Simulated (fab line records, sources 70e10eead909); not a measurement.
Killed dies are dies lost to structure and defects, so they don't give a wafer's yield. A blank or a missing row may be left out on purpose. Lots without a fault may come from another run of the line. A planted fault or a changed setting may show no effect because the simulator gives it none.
fab line records | flow nand_harc
record lots=24 wafers=72 last_day=24
route steps=1159 shown A_WL_FILL@839 A_CONTACT@867
lots that met no fault: from a run of the same line without faults
start_h: hours from the record's first day to the start of the lot's first wafer shown | wait_h: hours since the lot's step before | " the same as in the row above | L1.1+2: a row that stands for several wafers | - no value, or no start given | * or withheld: withheld | < > ~ a bound
route shown NAME@n: a module of which the file shows steps, and the number in the route of the first | usual: mean/standard deviation of fault-free wafers | same: alike in all rows | chamber/n: place in a boat | sites: the reading at each site | _std_site: their standard deviation | _edge_site: outer sites' mean less inner sites' | radius_mm: how far each site lies from the wafer's centre | mask NAME#n: copy n | behind: the tool/chamber that last shaped the wafer | hold: why the lot was held/for how many hours/how that ended | device: the transistor (n, p or np) that didn't switch | end of line: the same wafers' tests at the end of the route | a step without rows: its recipe alone | killed: dies lost to structure and defects at the first sort, not the wafer's yield | map: a wafer's dies, x killed, . not, _ none there
set.NAME: the setting as run; set.NAME@STEP: as run at that earlier step | model.NAME: the simulator's own value behind a step, which no gauge read
steps of the route over a sample of lots; a table a step, a row a wafer
services: from which hour (start_h, from the record's first day; less than 0 if before it) a tool's chamber was out of use, for how many hours, and why
## steps
# step NHARC_A_WL_FILL_INSPECT_15
# usual raw_defect_count=409/140
# columns lot.wafer tool chamber start_h wait_h raw_defect_count
L077.4 defect_inspect-01 - 368.84 0.0 227
L077.5 " - " " 416
L077.6 " - " " 310
L074.1 defect_inspect-01 - 370.62 0.0 326
L074.2 " - " " 284
L074.4 " - " " 207
L075.1 defect_inspect-01 - 373.15 0.0 499
L075.4 " - " " 508
L075.6 " - " " 266
L079.3 defect_inspect-01 - 375.34 0.0 377
L079.4 " - " " 342
L079.5 " - " " 261
L076.1 defect_inspect-01 - 377.40 0.0 327
L076.4 " - " " 497
L076.6 " - " " 536
L078.2 defect_inspect-01 - 379.74 0.0 505
L078.4 " - " " 696
L078.6 " - " " 334
L080.3 defect_inspect-01 - 392.00 0.0 498
L080.4 " - " " 528
L080.6 " - " " 606
L081.1 defect_inspect-01 - 404.62 0.0 400
L081.4 " - " " 195
L081.5 " - " " 336
L083.3 defect_inspect-02 - 404.90 0.0 221
L083.4 " - " " 246
L083.5 " - " " 301
L082.1 defect_inspect-01 - 410.18 0.0 263
L082.5 " - " " 610
L082.6 " - " " 405
L085.2 defect_inspect-01 - 421.34 0.0 347
L085.4 " - " " 362
L085.6 " - " " 308
L084.1 defect_inspect-02 - 421.36 0.0 199
L084.4 " - " " 228
L084.5 " - " " 189
L087.2 defect_inspect-01 - 432.06 0.0 319
L087.5 " - " " 374
L087.6 " - " " 443
L086.2 defect_inspect-02 - 432.50 0.0 358
L086.5 " - " " 358
L086.6 " - " " 344
L090.1 defect_inspect-01 - 450.16 0.0 596
L090.2 " - " " 568
L090.5 " - " " 527
L089.1 defect_inspect-02 - 450.76 0.1 405
L089.4 " - " " 296
L089.5 " - " " 482
L088.2 defect_inspect-01 - 463.71 0.0 557
L088.4 " - " " 316
L088.5 " - " " 547
L091.3 defect_inspect-02 - 463.78 0.0 291
L091.4 " - " " 279
L091.5 " - " " 330
L092.3 defect_inspect-01 - 468.49 0.0 326
L092.4 " - " " 303
L092.6 " - " " 298
L093.3 defect_inspect-02 - 469.03 0.0 743
L093.5 " - " " 522
L093.6 " - " " 640
L096.3 defect_inspect-02 - 493.20 0.0 452
L096.4 " - " " 335
L096.5 " - " " 530
L094.2 defect_inspect-01 - 493.86 0.0 679
L094.3 " - " " 441
L094.4 " - " " 656
L095.3 defect_inspect-02 - 497.44 0.0 460
L095.4 " - " " 364
L095.6 " - " " 467
L097.3 defect_inspect-02 - 499.60 0.0 274
L097.5 " - " " 250
L097.6 " - " " 517
# step NHARC_A_CONTACT_ETCH_116
# recipe source_w=withheld pressure_mtorr=20 bias_v=3000 time_s=94 target_depth_a=9220 ar_flow_sccm=withheld c4f8_flow_sccm=withheld o2_flow_sccm=withheld chemistry=C4F8/O2/Ar
# usual chamber_pressure_mTorr=20.001/0.018
# columns lot.wafer tool chamber start_h wait_h chamber_pressure_mTorr rf_hours_counter_h
L077.4 har_cap_etch-03 1 375.31 0.1 20.000 -
L077.6 " 1 " " 20.006 -
L077.5 " 0 " " 19.997 -
L074.2 har_cap_etch-01 1 379.31 0.1 20.019 58
L074.1 " 0 " " 20.016 58
L074.4 " 0 " " 20.027 -
L075.1 har_cap_etch-02 1 381.76 0.1 20.005 11
L075.4 " 1 " " 20.010 -
L075.6 " 1 " " 20.003 -
L079.3 har_cap_etch-01 0 383.23 0.1 19.992 -
L079.4 " 1 " " 20.013 -
L079.5 " 0 " " 20.006 -
L076.1 har_cap_etch-01 1 386.20 0.1 19.972 61
L076.4 " 0 " " 20.008 -
L076.6 " 0 " " 20.004 -
L078.2 har_cap_etch-03 1 388.58 0.1 19.994 84
L078.4 " 1 " " 20.016 -
L078.6 " 1 " " 20.002 -
L080.3 har_cap_etch-03 1 398.40 0.1 20.012 -
L080.4 " 0 " " 20.000 -
L080.6 " 0 " " 19.977 -
L081.1 har_cap_etch-01 1 410.32 0.1 20.011 67
L081.4 " 0 " " 20.049 -
L081.5 " 0 " " 20.008 -
L083.3 har_cap_etch-03 1 410.64 0.1 19.974 -
L083.4 " 0 " " 19.973 -
L083.5 " 1 " " 19.974 -
L082.1 har_cap_etch-01 1 415.69 0.1 20.010 68
L082.5 " 1 " " 19.954 -
L082.6 " 0 " " 19.986 -
L085.2 har_cap_etch-01 1 427.27 0.1 19.989 70
L085.4 " 0 " " 20.005 -
L085.6 " 1 " " 19.987 -
L084.1 har_cap_etch-03 0 427.58 0.1 20.008 94
L084.4 " 0 " " 20.000 -
L084.5 " 0 " " 20.001 -
L087.2 har_cap_etch-02 0 437.68 0.1 20.014 20
L087.6 " 1 " " 20.008 -
L087.5 " 0 " " 19.996 -
L086.2 har_cap_etch-01 0 438.72 0.1 19.977 73
L086.6 " 1 " " 19.993 -
L086.5 " 0 " " 19.963 -
L090.1 har_cap_etch-03 1 457.88 0.1 19.994 99
L090.2 " 0 " " 20.017 99
L090.5 " 1 " " 19.972 -
L089.1 har_cap_etch-02 1 458.23 0.1 20.015 23
L089.4 " 0 " " 20.007 -
L089.5 " 0 " " 19.983 -
L088.2 har_cap_etch-02 0 469.50 0.1 19.984 24
L088.4 " 1 " " 19.999 -
L088.5 " 1 " " 19.991 -
L091.3 har_cap_etch-01 1 470.64 0.1 19.975 -
L091.4 " 0 " " 19.969 -
L091.5 " 1 " " 20.017 -
L093.3 har_cap_etch-01 0 474.96 0.1 19.978 -
L093.6 " 0 " " 19.992 -
L093.5 " 1 " " 19.982 -
L092.4 har_cap_etch-03 1 475.74 0.1 19.993 -
L092.3 " 0 " " 20.006 -
L092.6 " 1 " " 20.004 -
L096.4 har_cap_etch-03 0 498.93 0.1 19.986 -
L096.3 " 1 " " 19.990 -
L096.5 " 0 " " 19.981 -
L094.2 har_cap_etch-02 1 500.24 0.1 20.025 29
L094.3 " 0 " " 20.014 -
L094.4 " 1 " " 19.985 -
L095.4 har_cap_etch-01 1 503.47 0.1 20.014 -
L095.3 " 0 " " 20.005 -
L095.6 " 0 " " 19.990 -
L097.3 har_cap_etch-03 1 505.35 0.1 19.996 -
L097.6 " 1 " " 19.973 -
L097.5 " 0 " " 20.025 -
# step NHARC_A_CONTACT_ETCH_125
# recipe source_w=withheld pressure_mtorr=20 bias_v=1200 time_s=155 target_depth_a=9560 ar_flow_sccm=withheld c4f8_flow_sccm=withheld o2_flow_sccm=withheld chemistry=C4F8/O2/Ar
# usual chamber_pressure_mTorr=20.001/0.018
# columns lot.wafer tool chamber start_h wait_h chamber_pressure_mTorr rf_hours_counter_h
L077.4 har_cap_etch-03 0 384.45 0.1 20.044 -
L077.5 " 0 " " 19.983 -
L077.6 " 1 " " 19.991 -
L074.1 har_cap_etch-01 0 390.15 0.2 20.003 61
L074.2 " 1 " " 20.004 61
L074.4 " 0 " " 19.976 -
L075.1 har_cap_etch-03 1 391.21 0.2 20.006 85
L075.4 " 1 " " 19.990 -
L075.6 " 1 " " 19.998 -
L079.3 har_cap_etch-02 1 392.33 0.1 19.988 -
L079.4 " 0 " " 19.984 -
L079.5 " 1 " " 20.008 -
L076.1 har_cap_etch-03 0 393.53 0.2 19.993 87
L076.4 " 1 " " 20.012 -
L076.6 " 1 " " 20.031 -
L078.2 har_cap_etch-01 0 395.24 0.2 20.000 64
L078.4 " 1 " " 20.020 -
L078.6 " 0 " " 19.972 -
L080.3 har_cap_etch-02 0 405.39 0.1 20.018 -
L080.4 " 1 " " 20.024 -
L080.6 " 1 " " 19.981 -
L081.1 har_cap_etch-03 1 417.08 0.2 19.983 92
L081.4 " 0 " " 19.998 -
L081.5 " 1 " " 19.965 -
L083.3 har_cap_etch-02 0 417.56 0.1 20.020 -
L083.4 " 1 " " 19.972 -
L083.5 " 1 " " 20.020 -
L082.1 har_cap_etch-01 0 422.20 0.2 20.035 69
L082.5 " 1 " " 20.027 -
L082.6 " 0 " " 20.018 -
L085.2 har_cap_etch-01 1 434.17 0.2 19.997 71
L085.4 " 1 " " 20.014 -
L085.6 " 1 " " 19.992 -
L084.1 har_cap_etch-03 0 435.49 0.2 19.974 95
L084.4 " 1 " " 19.993 -
L084.5 " 1 " " 19.976 -
L087.2 har_cap_etch-01 0 445.42 0.2 20.010 74
L087.6 " 0 " " 19.998 -
L087.5 " 1 " " 19.970 -
L086.2 har_cap_etch-03 0 446.02 0.2 20.008 97
L086.6 " 1 " " 20.016 -
L086.5 " 0 " " 20.032 -
L090.1 har_cap_etch-01 1 465.87 0.2 20.006 76
L090.2 " 0 " " 20.011 76
L090.5 " 0 " " 20.018 -
L089.1 har_cap_etch-03 1 466.73 0.2 20.021 100
L089.4 " 0 " " 20.006 -
L089.5 " 1 " " 19.995 -
L088.2 har_cap_etch-02 1 476.69 0.2 19.996 26
L088.4 " 1 " " 19.980 -
L088.5 " 0 " " 20.003 -
L091.3 har_cap_etch-01 0 477.11 0.1 20.008 -
L091.4 " 1 " " 19.979 -
L091.5 " 1 " " 20.006 -
L093.3 har_cap_etch-03 1 481.43 0.1 20.018 -
L093.5 " 0 " " 19.983 -
L093.6 " 1 " " 19.987 -
L092.3 har_cap_etch-03 0 483.57 0.1 19.997 -
L092.4 " 1 " " 20.034 -
L092.6 " 1 " " 19.983 -
L096.4 har_cap_etch-02 1 505.27 0.1 20.019 -
L096.3 " 0 " " 20.033 -
L096.5 " 0 " " 20.025 -
L094.2 har_cap_etch-01 0 507.05 0.2 19.993 84
L094.3 " 0 " " 20.017 -
L094.4 " 1 " " 19.972 -
L095.3 har_cap_etch-02 1 509.89 0.1 20.009 -
L095.4 " 0 " " 19.989 -
L095.6 " 0 " " 20.011 -
L097.3 har_cap_etch-02 0 512.64 0.1 19.993 -
L097.6 " 0 " " 19.979 -
L097.5 " 1 " " 20.025 -
# step NHARC_A_CONTACT_ETCH_130
# recipe source_w=withheld pressure_mtorr=20 bias_v=1200 time_s=155 target_depth_a=9560 ar_flow_sccm=withheld c4f8_flow_sccm=withheld o2_flow_sccm=withheld chemistry=C4F8/O2/Ar
# usual chamber_pressure_mTorr=20.001/0.018
# columns lot.wafer tool chamber start_h wait_h chamber_pressure_mTorr rf_hours_counter_h
L077.4 har_cap_etch-03 0 385.15 0.1 19.987 -
L077.5 " 0 " " 20.010 -
L077.6 " 1 " " 20.014 -
L074.1 har_cap_etch-01 0 390.86 0.1 19.997 62
L074.2 " 1 " " 19.998 62
L074.4 " 0 " " 20.016 -
L075.1 har_cap_etch-03 1 391.91 0.1 20.010 86
L075.4 " 1 " " 20.000 -
L075.6 " 1 " " 20.020 -
L079.3 har_cap_etch-02 1 393.03 0.1 20.032 -
L079.4 " 0 " " 20.012 -
L079.5 " 1 " " 19.999 -
L076.1 har_cap_etch-03 0 394.24 0.1 19.990 87
L076.4 " 1 " " 20.006 -
L076.6 " 1 " " 19.959 -
L078.2 har_cap_etch-01 0 395.95 0.1 20.023 64
L078.4 " 1 " " 19.973 -
L078.6 " 0 " " 20.038 -
L080.3 har_cap_etch-02 0 406.10 0.1 19.966 -
L080.4 " 1 " " 20.039 -
L080.6 " 1 " " 20.001 -
L081.1 har_cap_etch-03 1 417.79 0.1 20.025 92
L081.4 " 0 " " 20.003 -
L081.5 " 1 " " 20.030 -
L083.3 har_cap_etch-02 0 418.27 0.1 19.971 -
L083.4 " 1 " " 19.988 -
L083.5 " 1 " " 20.013 -
L082.1 har_cap_etch-01 0 422.90 0.1 19.978 69
L082.5 " 1 " " 19.983 -
L082.6 " 0 " " 19.982 -
L085.2 har_cap_etch-01 1 435.11 0.2 20.010 72
L085.4 " 1 " " 20.011 -
L085.6 " 1 " " 19.988 -
L084.1 har_cap_etch-03 0 436.25 0.2 19.982 96
L084.4 " 1 " " 19.962 -
L084.5 " 1 " " 20.037 -
L087.2 har_cap_etch-01 0 446.37 0.2 20.009 74
L087.6 " 0 " " 20.006 -
L087.5 " 1 " " 19.983 -
L086.2 har_cap_etch-03 0 446.73 0.1 20.022 98
L086.6 " 1 " " 20.003 -
L086.5 " 0 " " 19.978 -
L090.1 har_cap_etch-01 1 466.58 0.1 20.012 76
L090.2 " 0 " " 20.004 76
L090.5 " 0 " " 19.950 -
L089.1 har_cap_etch-03 1 467.67 0.2 19.986 100
L089.4 " 0 " " 20.007 -
L089.5 " 1 " " 20.015 -
L088.2 har_cap_etch-02 1 477.40 0.1 20.009 26
L088.4 " 1 " " 19.976 -
L088.5 " 0 " " 20.011 -
L091.3 har_cap_etch-01 0 477.82 0.1 19.995 -
L091.4 " 1 " " 20.015 -
L091.5 " 1 " " 20.010 -
L093.3 har_cap_etch-03 1 482.14 0.1 19.995 -
L093.5 " 0 " " 20.005 -
L093.6 " 1 " " 20.015 -
L092.3 har_cap_etch-03 0 484.28 0.1 20.021 -
L092.4 " 1 " " 19.972 -
L092.6 " 1 " " 20.020 -
L096.4 har_cap_etch-02 1 505.97 0.1 19.993 -
L096.3 " 0 " " 20.014 -
L096.5 " 0 " " 19.990 -
L094.2 har_cap_etch-01 0 507.76 0.1 20.012 84
L094.3 " 0 " " 19.986 -
L094.4 " 1 " " 20.013 -
L095.3 har_cap_etch-02 1 510.59 0.1 20.002 -
L095.4 " 0 " " 20.007 -
L095.6 " 0 " " 20.000 -
L097.3 har_cap_etch-02 0 513.35 0.1 19.994 -
L097.6 " 0 " " 20.021 -
L097.5 " 1 " " 19.995 -
# step NHARC_A_CONTACT_INSPECT_10
# usual raw_defect_count=27/14
# columns lot.wafer tool chamber start_h wait_h raw_defect_count
L077.4 defect_inspect-01 - 391.26 0.0 34
L077.5 " - " " 22
L077.6 " - " " 28
L074.1 defect_inspect-01 - 395.73 0.0 23
L074.2 " - " " 40
L074.4 " - " " 29
L075.1 defect_inspect-01 - 396.96 0.0 25
L075.4 " - " " 21
L075.6 " - " " 26
L079.3 defect_inspect-01 - 399.54 0.0 15
L079.4 " - " " 21
L079.5 " - " " 23
L076.1 defect_inspect-01 - 400.06 0.0 16
L076.4 " - " " 12
L076.6 " - " " 11
L078.2 defect_inspect-02 - 400.75 0.0 12
L078.4 " - " " 19
L078.6 " - " " 25
L080.3 defect_inspect-02 - 412.16 0.0 34
L080.4 " - " " 26
L080.6 " - " " 27
L081.1 defect_inspect-02 - 422.97 0.0 33
L081.4 " - " " 36
L081.5 " - " " 34
L083.3 defect_inspect-02 - 423.42 0.0 19
L083.4 " - " " 20
L083.5 " - " " 22
L082.1 defect_inspect-01 - 429.46 0.0 15
L082.5 " - " " 12
L082.6 " - " " 15
L085.2 defect_inspect-01 - 440.53 0.1 21
L085.4 " - " " 11
L085.6 " - " " 24
L084.1 defect_inspect-02 - 442.25 0.0 24
L084.4 " - " " 24
L084.5 " - " " 23
L087.2 defect_inspect-02 - 452.16 0.0 42
L087.5 " - " " 46
L087.6 " - " " 44
L086.2 defect_inspect-01 - 452.33 0.0 8
L086.5 " - " " 6
L086.6 " - " " 9
L090.1 defect_inspect-01 - 470.78 0.0 38
L090.2 " - " " 24
L090.5 " - " " 35
L089.1 defect_inspect-01 - 472.29 0.0 33
L089.4 " - " " 40
L089.5 " - " " 33
L088.2 defect_inspect-02 - 481.81 0.0 11
L088.4 " - " " 15
L088.5 " - " " 20
L091.3 defect_inspect-02 - 482.93 0.0 13
L091.4 " - " " 9
L091.5 " - " " 17
L093.3 defect_inspect-01 - 486.97 0.0 66
L093.5 " - " " 52
L093.6 " - " " 70
L092.3 defect_inspect-01 - 488.50 0.0 68
L092.4 " - " " 56
L092.6 " - " " 60
L096.3 defect_inspect-02 - 512.13 0.0 37
L096.4 " - " " 44
L096.5 " - " " 57
L094.2 defect_inspect-02 - 512.76 0.0 14
L094.3 " - " " 19
L094.4 " - " " 14
L095.3 defect_inspect-02 - 515.03 0.0 44
L095.4 " - " " 42
L095.6 " - " " 41
L097.3 defect_inspect-01 - 517.66 0.0 27
L097.5 " - " " 28
L097.6 " - " " 19
# step NHARC_A_CONTACT_ETCH_88
# recipe target_depth_a=390 over_etch_frac=0.3 time_s=65 ion_energy_ev=80 cf4_flow_sccm=150 ar_flow_sccm=0 rf_w=300 bias_w=100 chemistry=CF4
# usual chamber_pressure_mTorr=50.00/0.054 drypump_motor_current_A=5.6/0.45 oes_product_au=0.998/0.0082 rf_vpp_V=151.4/1.2 showerhead_plenum_p_Torr=1.79/0.065 throttle_valve_pct=13.283/0.0095
# same over_etch_frac=0.3
# columns lot.wafer tool chamber start_h wait_h chamber_pressure_mTorr drypump_motor_current_A oes_product_au rf_hours_counter_h rf_vpp_V showerhead_plenum_p_Torr throttle_valve_pct
L077.4 rie_diel-11 3 391.41 0.1 49.97 5.6 0.993 4 154.5 1.87 13.287
L077.5 " 1 " " 50.00 5.7 0.999 - 153.5 1.83 13.279
L077.6 " 2 " " 49.95 5.4 0.998 - 152.1 1.83 13.287
L074.2 rie_diel-11 1 396.13 0.1 50.01 5.7 1.003 5 151.6 1.83 13.294
L074.4 " 3 " " 50.01 5.5 1.003 6 153.2 1.87 13.301
L074.1 " 0 " " 50.05 5.2 1.002 6 150.6 1.67 13.301
L075.1 rie_diel-06 2 397.11 0.1 49.95 5.0 1.008 59 152.4 1.80 13.284
L075.4 " 1 " " 49.94 6.0 0.997 62 149.2 1.71 13.284
L075.6 " 2 " " 49.89 5.0 1.009 - 151.4 1.80 13.266
L079.4 rie_diel-06 0 399.74 0.1 49.99 5.6 0.994 41 149.8 1.65 13.302
L079.3 " 1 " " 50.00 6.0 0.995 62 151.9 1.71 13.294
L079.5 " 2 " " 50.06 5.0 1.014 - 151.0 1.80 13.274
L076.4 rie_diel-11 3 400.42 0.3 49.99 5.6 0.999 8 152.2 1.87 13.284
L076.1 " 0 " " 50.06 5.1 1.000 7 150.8 1.67 13.283
L076.6 " 2 " " 49.99 5.4 0.992 - 152.4 1.83 13.283
L078.2 rie_diel-09 0 401.57 0.7 49.91 4.8 1.013 58 150.5 1.75 13.289
L078.4 " 1 " " 49.98 5.7 1.010 54 152.7 1.79 13.261
L078.6 " 0 " " 49.96 4.8 1.007 - 151.2 1.75 13.282
L080.3 rie_diel-09 3 412.42 0.2 50.07 6.3 0.988 53 150.9 1.79 13.274
L080.4 " 1 " " 50.06 5.8 1.006 - 150.3 1.78 13.268
L080.6 " 3 " " 50.05 6.3 0.992 - 150.6 1.79 13.306
L081.1 rie_diel-11 3 423.12 0.1 50.01 5.6 1.005 12 153.2 1.87 13.269
L081.4 " 1 " " 50.00 5.7 1.000 11 151.6 1.83 13.294
L081.5 " 3 " " 50.07 5.6 0.999 - 151.3 1.87 13.285
L083.3 rie_diel-11 3 423.58 0.1 49.98 5.5 1.001 12 151.8 1.87 13.279
L083.4 " 0 " " 49.88 5.1 0.994 11 149.3 1.67 13.273
L083.5 " 3 " " 49.98 5.6 0.996 - 152.6 1.87 13.278
L082.1 rie_diel-11 2 429.65 0.1 50.04 5.4 0.988 13 152.1 1.83 13.269
L082.6 " 3 " " 50.08 5.6 1.011 - 151.6 1.87 13.290
L082.5 " 0 " " 49.95 5.1 0.999 - 149.8 1.67 13.279
L085.2 rie_diel-09 3 440.68 0.1 49.93 6.3 1.002 0 151.0 1.78 13.293
L085.4 " 1 " " 50.00 5.7 0.992 0 152.8 1.78 13.274
L085.6 " 2 " " 50.00 6.2 1.002 - 150.7 1.79 13.266
L084.4 rie_diel-11 3 442.40 0.1 50.07 5.6 1.001 16 150.6 1.87 13.279
L084.1 " 1 " " 50.06 5.7 1.012 16 152.7 1.83 13.274
L084.5 " 0 " " 50.02 5.1 0.997 - 149.9 1.67 13.283
L087.2 rie_diel-06 3 452.31 0.1 50.00 6.0 0.996 11 150.5 1.77 13.280
L087.6 " 2 " " 50.04 5.0 1.010 - 151.4 1.79 13.303
L087.5 " 3 " " 49.99 6.0 1.000 - 151.2 1.77 13.272
L086.2 rie_diel-09 1 452.50 0.1 49.99 5.7 1.002 7 150.8 1.78 13.274
L086.5 " 1 " " 49.95 5.7 0.998 - 150.5 1.78 13.289
L086.6 " 2 " " 50.07 6.2 0.994 - 151.5 1.79 13.299
L090.2 rie_diel-11 3 470.93 0.1 50.04 5.5 1.007 20 152.7 1.87 13.301
L090.1 " 1 " " 49.92 5.7 1.011 20 153.1 1.83 13.277
L090.5 " 0 " " 49.99 5.1 0.997 - 150.4 1.66 13.293
L089.4 rie_diel-11 3 472.44 0.1 50.02 5.6 1.002 20 151.6 1.87 13.289
L089.1 " 1 " " 49.92 5.7 1.003 20 151.5 1.83 13.272
L089.5 " 0 " " 50.02 5.1 1.000 - 149.5 1.66 13.289
L088.4 rie_diel-11 2 481.96 0.1 50.00 5.4 1.008 23 152.0 1.83 13.290
L088.2 " 0 " " 49.99 5.1 0.991 23 150.4 1.66 13.284
L088.5 " 2 " " 49.92 5.4 0.998 - 153.1 1.83 13.274
L091.3 rie_diel-06 3 483.08 0.1 50.05 6.1 0.997 23 151.5 1.77 13.282
L091.4 " 0 " " 50.06 5.6 0.989 23 151.3 1.90 13.287
L091.5 " 3 " " 49.90 6.1 0.985 - 153.4 1.77 13.275
L093.3 rie_diel-09 2 487.13 0.1 50.02 6.2 0.993 18 150.5 1.79 13.291
L093.5 " 3 " " 49.95 6.3 0.991 - 150.8 1.78 13.298
L093.6 " 0 " " 49.95 4.8 0.997 - 150.5 1.74 13.280
L092.4 rie_diel-06 0 488.65 0.1 50.02 5.6 0.983 24 152.9 1.90 13.268
L092.3 " 2 " " 49.95 5.0 1.001 25 151.8 1.79 13.284
L092.6 " 0 " " 50.04 5.6 0.982 - 152.0 1.90 13.276
L096.4 rie_diel-09 2 512.38 0.1 49.99 6.2 1.000 25 150.8 1.78 13.273
L096.3 " 3 " " 49.98 6.4 0.994 15 151.6 1.78 13.287
L096.5 " 3 " " 49.97 6.4 1.001 - 151.9 1.78 13.283
L094.4 rie_diel-11 1 512.91 0.1 50.01 5.7 0.995 28 152.2 1.82 13.267
L094.3 " 3 " " 50.04 5.6 1.008 27 151.5 1.87 13.275
L094.2 " 0 " " 49.94 5.1 1.008 27 149.9 1.66 13.272
L095.4 rie_diel-09 3 515.30 0.2 50.06 6.3 0.990 16 151.6 1.78 13.287
L095.3 " 1 " " 49.98 5.8 0.977 26 151.4 1.78 13.279
L095.6 " 3 " " 49.90 6.4 0.996 - 150.4 1.78 13.280
L097.3 rie_diel-09 2 517.93 0.2 49.92 6.2 1.003 28 151.2 1.78 13.284
L097.5 " 3 " " 50.02 6.3 0.994 - 153.0 1.78 13.290
L097.6 " 0 " " 50.02 4.8 0.986 - 150.3 1.74 13.268
## services
# columns tool chamber start_h hours kind
rie_diel-09 3 360.57 16.6 repair
rie_diel-11 - 366.55 9.0 pm
rie_diel-11 0 366.55 9.0 vent_cycle
rie_diel-11 1 366.55 9.0 vent_cycle
rie_diel-11 2 366.55 9.0 vent_cycle
rie_diel-11 3 366.55 9.0 vent_cycle
rie_diel-06 2 374.46 8.7 repair
rie_diel-11 0 375.55 - clean
rie_diel-11 1 375.55 - clean
rie_diel-11 2 375.55 - clean
rie_diel-11 3 375.55 - clean
rie_diel-09 2 387.51 13.8 repair
rie_diel-11 0 400.05 - clean
rie_diel-11 1 400.05 - clean
rie_diel-11 2 400.05 - clean
rie_diel-11 3 400.05 - clean
rie_diel-09 0 410.33 6.5 repair
har_cap_etch-02 - 414.57 2.5 repair
rie_diel-06 - 419.60 9.0 pm
rie_diel-09 - 431.16 9.0 pm
rie_diel-09 3 443.81 16.4 repair
rie_diel-06 - 469.88 0.4 repair
har_cap_etch-01 - 481.55 1.8 repair
rie_diel-09 3 506.58 1.9 repair
## key
fault none
